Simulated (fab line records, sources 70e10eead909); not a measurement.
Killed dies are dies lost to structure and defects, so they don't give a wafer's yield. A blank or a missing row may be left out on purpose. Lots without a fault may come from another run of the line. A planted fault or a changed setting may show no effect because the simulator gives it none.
Chamber matching | flow nand_harc | NHARC_P_CONTACT_DESCUM_17 on rie_diel-03: 4 sister chambers
The step chemistry O2, time 3 s. 7 wafers are shown with their chamber, then 9 later ones without.

WAFERS WITH THEIR CHAMBER
wafer  | chamber | drypump_motor_current_A (A) | oes_product_au (a.u.)
L084.1 | 2       | 4.9                         | 0.998
L085.1 | 1       | 5.5                         | 0.990
L085.2 | 2       | 4.9                         | 0.983
L085.3 | 3       | 4.9                         | 0.979
L087.1 | 1       | 5.5                         | 0.986
L087.4 | 3       | 4.8                         | 0.975
L087.6 | 0       | 5.6                         | 1.009

WAFERS WITHOUT THEIR CHAMBER
wafer  | drypump_motor_current_A (A) | oes_product_au (a.u.)
L086.1 | 4.9                         | 0.979
L086.3 | 5.6                         | 1.015
L086.6 | 4.9                         | 0.989
L090.1 | 4.9                         | 0.987
L090.3 | 5.6                         | 1.025
L090.4 | 5.6                         | 1.018
L097.2 | 5.6                         | 1.018
L097.4 | 4.9                         | 0.984
L097.5 | 4.8                         | 0.998

WHICH CHAMBER EACH WENT THROUGH
wafer  | from the rows above     | in truth
L086.1 | can't be placed: 3 or 2 | 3
L086.3 | 0                       | 0
L086.6 | can't be placed: 2 or 3 | 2
L090.1 | can't be placed: 2 or 3 | 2
L090.3 | 0                       | 0
L090.4 | 0                       | 0
L097.2 | 0                       | 0
L097.4 | can't be placed: 2 or 3 | 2
L097.5 | can't be placed: 2 or 3 | 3
Placed correctly: 4 of 9. Can't be placed from these rows: 5 (the true chamber is among the candidates in 5). Placed wrongly: 0.
How it was worked out, from the rows above alone: a wafer's distance from a chamber is the root of the sum, over the readings, of the square of ((its reading less the chamber's mean) divided by the reading's scatter). The wafer belongs to the nearest chamber; if the next one is less than 2 further off, it can't be placed. A chamber's mean is the mean of its shown wafers. The scatter: the root of (the sum of the squares of (reading less its chamber's mean) over the shown wafers, divided by (wafers less chambers)).
